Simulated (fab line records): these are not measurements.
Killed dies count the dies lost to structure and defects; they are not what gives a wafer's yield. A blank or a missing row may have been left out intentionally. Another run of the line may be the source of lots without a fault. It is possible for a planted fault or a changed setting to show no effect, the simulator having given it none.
fab line records | flow n5_finfet
record: lots: 6 wafers: 18 last_day: 18
route steps=1938 shown WELL_APT@46 PMOS_HMC_CHANNEL_EPI@57 BEOL_M4@1111
lots that met no fault: from a run of the same line without faults
start_h: the number of hours between the record's first day and the start of the first shown wafer of the lot | wait_h: time in hours since the lot's previous step | " same as the row above | L1.1+2: one row covering several wafers at once | - no value, or no start was given | * or withheld: withheld | < > ~ a bound
route shown NAME@n: NAME is a module with steps in the file, n the number in the route of the first one | usual: the fault-free wafers' mean and standard deviation | same: alike in all rows | chamber/n: place in a boat | sites: each site's reading | _std_site: their standard deviation | _edge_site: the outer-site mean with the inner-site mean subtracted | radius_mm: how far each site lies from the wafer's centre | mask NAME#n: copy n | behind: tool/chamber where the wafer was last shaped | hold: why the lot was held/for how many hours/how that ended | device: the n, p or np transistor that did not switch | end of line: tests run on the same wafers once the route is complete | step lacking rows: just its recipe | killed: dies lost to structure and defects at the first sort, not the wafer's yield | map: a wafer's dies, marking killed ones x, the rest . and places with no die _
set.NAME: the setting that was run; set.NAME@STEP: the one run at that earlier step | model.NAME: the simulator's own value behind a step, which no gauge read
lots at selected steps of the route; one table per step, one row per wafer
services: when a tool's chamber went out of use (start_h, in hours from the record's first day, below 0 if earlier), for how many hours, and the reason
== steps ==
step: N5_WELL_APT_DESCUM_30
recipe: chemistry: O2 time_s: 7.9 source_power_w: 50 bias_power_w: 20 pressure_mtorr: 20 rf_frequency_hz: 2.712e+07 temp_c: 40 o2_flow_sccm: 225
usual: chamber_pressure_mTorr: 19.998/0.018 drypump_motor_current_A: 5.7/0.41 oes_product_au: 0.76/0.048 rf_vpp_V: 243.1/1.5 showerhead_plenum_p_Torr: 2.09/0.088 throttle_valve_pct: 20.45/0.14
columns lot.wafer tool chamber start_h wait_h chamber_pressure_mTorr drypump_motor_current_A oes_product_au rf_hours_counter_h rf_vpp_V showerhead_plenum_p_Torr throttle_valve_pct
L295.2 rie_diel-06 1 45.51 0.0 20.000 5.8 0.75 192 241.9 2.07 20.61
L295.4 " 2 " " 20.013 5.6 0.72 170 242.7 2.01 20.48
L295.6 " 0 " " 20.002 6.0 0.82 - 244.7 2.22 20.59
L296.1 rie_diel-06 0 51.42 0.2 19.988 6.0 0.81 100 245.2 2.22 20.57
L296.5 " 0 " " 20.025 6.0 0.80 - 245.0 2.22 20.58
L296.6 " 1 " " 20.030 5.8 0.74 - 243.2 2.07 20.59
L297.2 rie_diel-01 2 57.42 0.5 20.002 6.4 0.71 187 244.4 2.16 20.28
L297.4 " 3 " " 20.017 5.3 0.75 173 242.8 2.08 20.29
L297.5 " 1 " " 20.023 6.1 0.74 - 242.8 2.07 20.40
L307.1 rie_diel-05 2 117.17 0.0 20.037 5.4 0.70 219 241.9 1.98 20.44
L307.2 " 1 " " 20.011 6.6 0.68 243 240.4 1.99 20.87
L307.3 " 0 " " 19.986 5.3 0.77 132 240.8 1.91 20.53
L310.2 rie_diel-01 0 135.37 0.0 20.002 5.4 0.82 64 245.3 2.13 20.27
L310.4 " 1 " " 20.013 6.1 0.72 179 243.2 2.06 20.46
L310.5 " 2 " " 20.012 6.3 0.69 - 245.0 2.15 20.30
L313.2 rie_diel-06 0 152.89 0.0 19.970 6.0 0.78 134 243.6 2.21 20.63
L313.3 " 2 " " 19.993 5.6 0.71 201 241.8 2.00 20.52
L313.5 " 2 " " 19.992 5.6 0.70 - 243.1 2.00 20.52
step: N5_WELL_APT_IMPLANT_31
recipe: species: B energy_kev: 60 dose_cm2: 1.5e+13 tilt_deg: 0 rotation_deg: 0
step: N5_WELL_APT_IMPLANT_32
recipe: species: BF2 energy_kev: 50 dose_cm2: 2e+13 tilt_deg: 0 rotation_deg: 0
step: N5_WELL_APT_STRIP_33
recipe: chemistry: SPM time_s: 900 temp_c: 130 h2so4_h2o2_vol_ratio: 4 dry: ipa_marangoni
step: N5_WELL_APT_RTA_34
recipe: temp_c: 1000 time_s: 10 ambient: N2 idle_temp_c: 600 ramp_up_c_per_s: 150 ramp_down_c_per_s: 60 cool_to_c: 600
usual: lamp_power_pct: 13.00/0.05 wafer_temp_C_max: 1003.4/1.1
columns lot.wafer tool chamber start_h wait_h lamp_power_pct wafer_temp_C_max
L295.2 rtp_anneal-02 0 46.31 0.0 13.06 1005.3
L295.4 " 0 " " 13.04 1002.9
L295.6 " 0 " " 13.01 1003.5
L296.1 rtp_anneal-02 0 52.26 0.1 12.96 1004.0
L296.5 " 0 " " 13.11 1004.3
L296.6 " 0 " " 12.99 1003.7
L297.2 rtp_anneal-01 0 58.22 0.0 13.01 1002.7
L297.4 " 0 " " 13.05 1003.1
L297.5 " 0 " " 13.07 1003.1
L307.1 rtp_anneal-02 0 118.31 0.4 12.91 1004.0
L307.2 " 0 " " 12.96 1003.1
L307.3 " 0 " " 13.07 1002.4
L310.2 rtp_anneal-01 0 136.15 0.0 13.06 1006.6
L310.4 " 0 " " 12.93 1001.9
L310.5 " 0 " " 12.99 1004.4
L313.2 rtp_anneal-01 0 153.67 0.0 12.96 1005.0
L313.3 " 0 " " 13.03 1003.1
L313.5 " 0 " " 13.03 1004.7
step: N5_WELL_APT_OXIDE_STRIP_42
recipe: chemistry: dHF dilution: 25:1 time_s: 45 temp_c: 25 target: SiO2 target_depth_a: 120
step: N5_WELL_APT_PRECLEAN_36
recipe: chemistry: O3/DIW time_s: 45 temp_c: 22 o3_ppm: 10
step: N5_WELL_APT_PRECLEAN_39
recipe: chemistry: dHF time_s: 60 dilution: 150:1 temp_c: 25
step: N5_WELL_APT_SRD_37
recipe: dry: ipa_marangoni do_ppb: 5 time_s: 30 temp_c: 23 rinse_liquid: diw
step: N5_WELL_APT_EPI_41
recipe: material: Si target_thk_a: 500 temp_c: 650 precursor: SiH4/H2 pressure_torr: 20 time_s: 297.7
usual: susceptor_temp_C: 649.97/0.29 throttle_valve_pct: 11.6/0.32
columns lot.wafer tool chamber start_h wait_h susceptor_temp_C throttle_valve_pct
L295.2 epi_rpcvd-04 0 46.66 0.2 650.17 11.7
L295.4 " 0 " " 649.64 11.7
L295.6 " 0 " " 650.10 11.7
L296.1 epi_rpcvd-04 0 52.52 0.0 650.32 11.8
L296.5 " 0 " " 650.06 11.9
L296.6 " 0 " " 650.24 11.9
L297.2 epi_rpcvd-04 0 58.58 0.2 650.16 12.1
L297.4 " 0 " " 650.59 11.9
L297.5 " 0 " " 650.23 11.8
L307.1 epi_rpcvd-04 0 118.67 0.0 649.77 11.8
L307.2 " 0 " " 649.81 11.6
L307.3 " 0 " " 649.72 11.6
L310.2 epi_rpcvd-02 0 136.55 0.2 649.67 11.4
L310.4 " 0 " " 649.83 11.3
L310.5 " 0 " " 649.74 11.1
L313.2 epi_rpcvd-04 0 153.99 0.1 649.87 11.6
L313.3 " 0 " " 650.19 11.9
L313.5 " 0 " " 649.76 11.7
step: N5_WELL_APT_INSPECT_38
recipe: inspect_instrument: darkfield mode: post_epi
usual: raw_defect_count: 13/4.9
columns lot.wafer tool chamber start_h wait_h raw_defect_count
L295.2 defect_inspect-02 - 47.36 0.6 10
L295.4 " - " " 16
L295.6 " - " " 14
L296.1 defect_inspect-01 - 53.35 0.7 13
L296.5 " - " " 13
L296.6 " - " " 14
L297.2 defect_inspect-02 - 59.28 0.6 19
L297.4 " - " " 16
L297.5 " - " " 15
L307.1 defect_inspect-02 - 119.30 0.5 21
L307.2 " - " " 16
L307.3 " - " " 9
L310.2 defect_inspect-01 - 137.47 0.7 13
L310.4 " - " " 12
L310.5 " - " " 18
L313.2 defect_inspect-01 - 154.53 0.4 8
L313.3 " - " " 11
L313.5 " - " " 18
step: N5_PMOS_HMC_CHANNEL_EPI_HM_DEP_34
recipe: material: SiO2 target_thk_a: 360 temp_c: 400 precursor: TEOS/O2 pressure_torr: 6.5 rf_w: 900 teos_flow_sccm: 161.4 gas: O2 flow_sccm: 2650 time_s: 6.9
usual: heater_power_w: 638/120 showerhead_plenum_p_Torr: 8.34/0.039 susceptor_temp_C: 399.96/0.23 throttle_valve_pct: 18.4/0.79
columns lot.wafer tool chamber start_h wait_h heater_power_w showerhead_plenum_p_Torr since_wet_clean_h susceptor_temp_C throttle_valve_pct
L295.2 pecvd-04 2 47.40 0.0 711 8.29 259 400.00 18.6
L295.4 " 1 " " 611 8.30 - 399.89 17.7
L295.6 " 2 " " 709 8.27 - 400.08 18.5
L296.1 pecvd-04 2 53.39 0.0 606 8.27 265 400.12 18.6
L296.5 " 1 " " 574 8.33 - 399.92 18.0
L296.6 " 2 " " 593 8.28 - 399.79 18.8
L297.2 pecvd-03 2 59.32 0.0 719 8.38 372 399.64 16.9
L297.4 " 2 " " 713 8.41 - 400.08 16.8
L297.5 " 1 " " 485 8.38 - 399.92 18.7
L307.1 pecvd-04 1 119.34 0.0 590 8.32 266 400.17 17.8
L307.2 " 0 " " 809 8.33 642 399.84 18.9
L307.3 " 2 " " 738 8.28 331 399.75 18.8
L310.2 pecvd-03 2 137.51 0.0 656 8.39 450 400.08 17.0
L310.4 " 0 " " 356 8.31 - 399.81 19.9
L310.5 " 2 " " 675 8.39 - 399.97 17.2
L313.2 pecvd-03 1 154.56 0.0 554 8.35 1946 399.87 18.7
L313.3 " 0 " " 380 8.32 1221 400.35 19.6
L313.5 " 2 " " 709 8.39 - 399.85 16.8
step: N5_PMOS_HMC_CHANNEL_EPI_COAT_31
recipe: resist: BARC temp_c: 205 time_s: 60 spin_rpm: 1500 resist_thk_nm: 66
usual: resist_line_temp_C: 23.02/0.11 spin_speed_rpm: 1500.1/0.92
columns lot.wafer tool chamber start_h wait_h resist_line_temp_C spin_speed_rpm model.BARC_of_PMOS_HMC_CHANNEL_EPI_COAT_31.thk_nm
L295.2 litho_track-01 0 47.45 0.0 23.18 1499.1 65.8
L295.4 " 0 " " 23.08 1500.3 66.06
L295.6 " 0 " " 23.15 1500.0 65.74
L296.1 litho_track-03 0 53.44 0.0 22.92 1500.8 66.13
L296.5 " 0 " " 23.01 1501.5 65.96
L296.6 " 0 " " 22.89 1500.2 66.33
L297.2 litho_track-02 0 59.37 0.0 23.05 1499.6 65.73
L297.4 " 0 " " 22.96 1499.1 65.61
L297.5 " 0 " " 23.07 1499.2 65.69
L307.1 litho_track-02 0 119.40 0.0 23.13 1535.9 64.85
L307.2 " 0 " " 23.09 1534.9 64.85
L307.3 " 0 " " 22.98 1534.8 64.77
L310.2 litho_track-02 0 137.56 0.0 22.84 1534.9 65.01
L310.4 " 0 " " 22.91 1533.9 65.23
L310.5 " 0 " " 22.93 1533.9 65.21
L313.2 litho_track-01 0 154.62 0.0 23.08 1500.0 65.95
L313.3 " 0 " " 23.00 1499.3 65.98
L313.5 " 0 " " 22.95 1500.7 66.13
step: N5_PMOS_HMC_CHANNEL_EPI_COAT_03
recipe: resist: CAR-ArF-block spin_rpm: 1500 resist_thk_nm: 205
step: N5_PMOS_HMC_CHANNEL_EPI_EBR_05
recipe: solvent: PGMEA ebr_width_mm: 1.5
step: N5_PMOS_HMC_CHANNEL_EPI_SOFTBAKE_04
recipe: temp_c: 110 time_s: 60 resist: CAR-ArF-block
step: N5_PMOS_HMC_CHANNEL_EPI_EXPOSE_06
recipe: mask_id: PMOS_HMC_BLK na: 1.35 source_shape: conventional sigma_outer: 0.8 polarization: unpolarized target_cd_nm: 240 dose_mj: 41
step: N5_PMOS_HMC_CHANNEL_EPI_PEB_07
recipe: peb_temp_c: 110 peb_time_s: 60 resist: CAR-ArF-block
step: N5_PMOS_HMC_CHANNEL_EPI_DEVELOP_08
recipe: develop_time_s: 30 developer: TMAH resist: CAR-ArF-block dev_temp_c: 23 rinse_liquid: diw dry: air_spin
step: N5_PMOS_HMC_CHANNEL_EPI_CD_MEAS_09
recipe: target_cd_nm: 237.4 landing_energy_ev: 500 detector: se_inlens
usual: cd_nm: 236.8/0.82
columns lot.wafer tool chamber start_h wait_h cd_nm
L295.2 cd_sem-01 0 47.68 - 236.1
L295.4 " 0 " " 237.4
L295.6 " 0 " " 236.9
L296.1 cd_sem-02 0 53.79 - 236.6
L296.5 " 0 " " 238.5
L296.6 " 0 " " 235.7
L297.2 cd_sem-02 0 59.72 - 235.9
L297.4 " 0 " " 234.8
L297.5 " 0 " " 234.1
L307.1 cd_sem-01 0 119.74 - 237.9
L307.2 " 0 " " 237.6
L307.3 " 0 " " 237.6
L310.2 cd_sem-02 0 137.82 - 237.4
L310.4 " 0 " " 236.5
L310.5 " 0 " " 236.6
L313.2 cd_sem-03 0 154.85 - 237.8
L313.3 " 0 " " 236.3
L313.5 " 0 " " 236.6
step: N5_PMOS_HMC_CHANNEL_EPI_OVL_MEAS_10
recipe: points_per_wafer: 44
usual: PMOS_HMC_BLK_OVL: 0.1/0.75
columns lot.wafer tool chamber start_h wait_h PMOS_HMC_BLK_OVL[nm]
L295.2 overlay-01 0 47.71 0.0 0.3
L295.4 " 0 " " 0.5
L295.6 " 0 " " 0.4
L296.1 overlay-02 0 53.82 0.0 -0.4
L296.5 " 0 " " -0.7
L296.6 " 0 " " 0.3
L297.2 overlay-01 0 59.75 0.0 -0.4
L297.4 " 0 " " -1.0
L297.5 " 0 " " -1.5
L307.1 overlay-01 0 119.77 0.0 0.0
L307.2 " 0 " " -0.7
L307.3 " 0 " " -0.3
L310.2 overlay-02 0 137.85 0.0 0.2
L310.4 " 0 " " 0.4
L310.5 " 0 " " 0.5
L313.2 overlay-02 0 154.87 0.0 -0.5
L313.3 " 0 " " 0.4
L313.5 " 0 " " 0.3
step: N5_PMOS_HMC_CHANNEL_EPI_INSPECT_11
recipe: mode: adi inspect_instrument: macro
usual: raw_defect_count: 2.1/1.4
columns lot.wafer tool chamber start_h wait_h raw_defect_count
L295.2 defect_inspect-01 - 47.73 0.0 6
L295.4 " - " " 1
L295.6 " - " " 1
L296.1 defect_inspect-01 - 53.85 0.0 2
L296.5 " - " " 0
L296.6 " - " " 2
L297.2 defect_inspect-02 - 59.78 0.0 0
L297.4 " - " " 3
L297.5 " - " " 1
L307.1 defect_inspect-01 - 119.80 0.0 3
L307.2 " - " " 1
L307.3 " - " " 1
L310.2 defect_inspect-02 - 137.87 0.0 0
L310.4 " - " " 1
L310.5 " - " " 6
L313.2 defect_inspect-02 - 154.90 0.0 4
L313.3 " - " " 0
L313.5 " - " " 2
step: N5_PMOS_HMC_CHANNEL_EPI_DESCUM_14
recipe: chemistry: O2 time_s: 7.9 source_power_w: 50 bias_power_w: 20 pressure_mtorr: 20 rf_frequency_hz: 2.712e+07 temp_c: 40 resist: CAR-ArF-block o2_flow_sccm: 225
usual: chamber_pressure_mTorr: 20.000/0.018 drypump_motor_current_A: 5.8/0.49 oes_product_au: 0.79/0.081 rf_vpp_V: 243.6/1.2 showerhead_plenum_p_Torr: 2.12/0.07 throttle_valve_pct: 20.4/0.32
columns lot.wafer tool chamber start_h wait_h chamber_pressure_mTorr drypump_motor_current_A oes_product_au rf_hours_counter_h rf_vpp_V showerhead_plenum_p_Torr throttle_valve_pct
L295.2 rie_diel-02 3 47.93 0.2 20.023 6.6 0.67 246 241.3 1.97 20.7
L295.4 " 2 " " 20.018 6.6 0.71 245 243.5 2.13 20.1
L295.6 " 0 " " 19.996 5.1 0.74 - 243.5 2.08 20.7
L296.1 rie_diel-03 0 53.88 0.0 20.015 5.9 0.79 125 242.2 2.10 20.4
L296.5 " 1 " " 19.984 6.0 0.78 - 242.0 2.01 20.5
L296.6 " 2 " " 19.971 5.0 0.85 - 243.7 2.13 20.6
L297.2 rie_diel-04 0 59.81 0.0 20.006 5.6 0.75 146 241.6 2.09 20.7
L297.4 " 1 " " 19.992 6.3 0.77 153 243.7 2.18 20.0
L297.5 " 1 " " 20.009 6.3 0.76 - 243.7 2.18 20.0
L307.1 rie_diel-03 3 119.84 0.0 20.002 5.7 0.91 15 245.5 2.24 20.2
L307.2 " 0 " " 20.008 5.9 0.77 143 244.1 2.10 20.4
L307.3 " 2 " " 20.008 5.0 0.82 85 242.9 2.12 20.6
L310.2 rie_diel-02 0 137.90 0.0 19.979 5.1 0.72 185 242.9 2.07 20.8
L310.4 " 3 " " 20.019 6.6 0.95 16 245.7 2.23 20.2
L310.5 " 0 " " 19.994 5.1 0.71 - 243.7 2.07 20.8
L313.2 rie_diel-03 3 154.93 0.0 19.995 5.6 0.90 25 244.6 2.23 20.2
L313.3 " 0 " " 19.979 5.9 0.77 153 243.3 2.09 20.4
L313.5 " 0 " " 20.022 5.9 0.76 - 243.0 2.09 20.4
step: N5_PMOS_HMC_CHANNEL_EPI_ETCH_32
recipe: chemistry: N2/H2 target: BARC stop_on: SiO2 target_depth_a: 858 over_etch_frac: 0.3 time_s: 50.3 ion_energy_ev: 200 mask_material: CAR-ArF-block pressure_mtorr: 30 source_w: 840 bias_w: 150 n2_flow_sccm: 200 h2_flow_sccm: 200
usual: chamber_pressure_mTorr: 29.996/0.029 drypump_motor_current_A: 5.8/0.5 oes_product_au: 0.67/0.067 rf_vpp_V: 524.9/2.6 showerhead_plenum_p_Torr: 2.58/0.086 throttle_valve_pct: 17.84/0.22
columns lot.wafer tool chamber start_h wait_h chamber_pressure_mTorr drypump_motor_current_A oes_product_au rf_hours_counter_h rf_vpp_V showerhead_plenum_p_Torr throttle_valve_pct model.etch.depth_nm
L295.2 rie_diel-02 3 47.96 0.0 30.018 6.6 0.58 246 517.2 2.41 18.18 65.8
L295.4 " 2 " " 30.002 6.6 0.60 245 525.1 2.63 17.91 66.06
L295.6 " 0 " " 29.992 5.1 0.62 - 524.4 2.53 18.17 65.74
L296.1 rie_diel-03 0 53.92 0.0 30.011 6.0 0.67 125 524.7 2.56 17.87 66.13
L296.5 " 1 " " 29.977 6.0 0.67 - 520.9 2.43 17.88 65.96
L296.6 " 2 " " 30.028 5.0 0.73 - 526.3 2.56 17.80 66.33
L297.2 rie_diel-04 0 59.84 0.0 29.975 5.6 0.65 146 524.1 2.52 18.01 65.73
L297.4 " 1 " " 30.037 6.3 0.66 153 525.9 2.65 17.52 65.61
L297.5 " 1 " " 29.997 6.3 0.66 - 528.9 2.65 17.52 65.69
L307.1 rie_diel-03 3 119.87 0.0 29.979 5.7 0.79 15 528.1 2.71 17.54 64.85
L307.2 " 0 " " 29.977 5.9 0.66 143 523.1 2.55 17.92 64.85
L307.3 " 2 " " 30.022 5.0 0.71 85 524.2 2.56 17.83 64.77
L310.2 rie_diel-02 0 137.94 0.0 29.970 5.1 0.61 185 523.5 2.52 18.20 65.01
L310.4 " 3 " " 29.951 6.6 0.79 16 528.4 2.72 17.71 65.23
L310.5 " 0 " " 30.040 5.1 0.60 - 526.4 2.52 18.19 65.21
L313.2 rie_diel-03 3 154.97 0.0 29.978 5.6 0.77 25 528.2 2.70 17.58 65.95
L313.3 " 0 " " 29.979 6.0 0.66 153 524.9 2.55 17.91 65.98
L313.5 " 0 " " 30.009 5.9 0.65 - 523.1 2.55 17.92 66.13
step: N5_PMOS_HMC_CHANNEL_EPI_HM_OPEN_15
recipe: chemistry: CHF3/O2 target: SiO2 mask_material: CAR-ArF-block target_depth_a: 406 CHF3_flow_sccm: 50 O2_flow_sccm: 5 Ar_flow_sccm: 200 time_s: 20.3 pressure_mtorr: 30 source_w: 650 bias_w: 170 ion_energy_ev: 200
step: N5_BEOL_M4_RC_MEAS_101
usual: DIBL_N: 35.9/1.4 DIBL_P: 35.9/1.7 IOFF_N: 0.160/0.026 IOFF_P: 0.21/0.036 ION_N: 672/11 ION_P: 461/8.1 SS_N: 71.4/0.54 SS_P: 73.2/0.67 VT_N: 249.3/2.7 VT_P: -250/3.9
columns lot.wafer tool chamber start_h wait_h DIBL_N[mV/V] DIBL_P[mV/V] IOFF_N[nA/um] IOFF_P[nA/um] ION_N[uA/um] ION_P[uA/um] SS_N[mV/dec] SS_P[mV/dec] VT_N[mV] VT_P[mV]
L296.1 prober-01 0 197.43 0.0 35.6 36.0 0.145 0.20 664 454 71.7 72.9 250.9 -252
L296.5 " 0 " " 33.9 35.2 0.126 0.19 665 459 70.2 73.1 252.5 -250
L296.6 " 0 " " 35.0 35.5 0.149 0.19 662 459 71.4 72.1 251.5 -251
L295.2 prober-01 0 206.68 0.2 37.3 36.4 0.173 0.21 675 459 72.2 73.3 249.2 -253
L295.4 " 0 " " 37.3 36.9 0.181 0.22 679 463 72.2 73.5 247.8 -251
L295.6 " 0 " " 35.6 33.8 0.142 0.17 659 450 71.8 73.5 253.4 -256
L297.2 prober-01 0 208.83 0.2 37.1 36.9 0.186 0.25 668 463 71.2 73.8 245.6 -246
L297.4 " 0 " " 35.4 33.7 0.149 0.19 678 465 71.2 72.4 249.2 -250
L297.5 " 0 " " 35.9 35.5 0.161 0.23 674 477 70.9 73.4 248.7 -245
L307.1 prober-02 0 260.94 0.0 35.9 34.7 0.152 0.22 664 459 71.1 73.4 249.3 -249
L307.2 " 0 " " 37.0 36.9 0.172 0.27 663 461 71.4 73.1 246.3 -247
L307.3 " 0 " " 35.3 35.3 0.155 0.24 676 473 70.9 72.8 247.6 -245
L310.2 prober-02 0 309.51 0.2 36.5 34.8 0.142 0.16 669 456 71.0 73.1 250.3 -257
L310.4 " 0 " " 36.6 35.4 0.139 0.16 658 447 71.4 73.3 253.1 -257
L310.5 " 0 " " 35.4 33.4 0.124 0.14 665 448 70.8 72.6 252.1 -257
L313.2 prober-02 0 316.42 0.2 39.0 40.0 0.214 0.25 680 464 72.3 74.7 247.5 -248
L313.3 " 0 " " 38.4 39.7 0.194 0.24 668 459 71.7 74.4 249.7 -250
L313.5 " 0 " " 35.8 36.9 0.151 0.19 663 456 71.6 73.2 252.8 -254
== services ==
columns tool chamber start_h hours kind
rie_diel-02 3 25.41 6.7 repair
rie_diel-05 1 35.97 1.5 repair
rie_diel-01 - 38.30 0.8 repair
rie_diel-01 - 39.22 13.9 repair
rie_diel-03 3 46.62 - clean
rie_diel-03 3 46.62 - consumable_replace:focus_ring
rie_diel-03 3 46.62 - consumable_replace:showerhead
rie_diel-03 3 46.62 15.6 scheduled_down
rie_diel-03 3 46.62 15.6 vent_cycle
pecvd-03 2 51.19 5.5 scheduled_down
rie_diel-02 3 58.62 - clean
rie_diel-02 3 58.62 - consumable_replace:focus_ring
rie_diel-02 3 58.62 - consumable_replace:showerhead
rie_diel-02 3 58.62 28.6 scheduled_down
rie_diel-02 3 58.62 28.6 vent_cycle
pecvd-03 - 67.11 1.6 repair
rie_diel-02 2 87.28 - clean
rie_diel-02 2 87.28 - consumable_replace:focus_ring
rie_diel-02 2 87.28 19.8 scheduled_down
rie_diel-02 2 87.28 19.8 vent_cycle
pecvd-03 - 97.71 5.5 pm
pecvd-04 1 112.47 2.1 scheduled_down
rie_diel-06 2 130.51 8.3 repair
epi_rpcvd-02 - 153.44 0.8 pm
== key ==
first_sign: step: N5_PMOS_HMC_CHANNEL_EPI_COAT_31 reading: spin_speed_rpm direction: up sigmas: 38 usual: * struck: *
effect none on later readings
model_effect: step: N5_PMOS_HMC_CHANNEL_EPI_COAT_31 value: BARC_of_PMOS_HMC_CHANNEL_EPI_COAT_31.thk_nm without: 65.74 struck: 64.99
model_effect: step: N5_PMOS_HMC_CHANNEL_EPI_ETCH_32 value: etch.depth_nm without: 65.74 struck: 64.99
met_at N5_PMOS_HMC_CHANNEL_EPI_COAT_31
struck_wafers L307.1,L307.2,L307.3,L310.2,L310.4,L310.5
onset_between 59.37 119.40
fault: kind: process_parameter_drift tool: litho_track-02 chamber: - onset_h: 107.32 steps: N5_PMOS_HMC_CHANNEL_EPI_COAT_31 channel: spin_rpm offset: * shape: step end_h: 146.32 acts_in: * stated: *
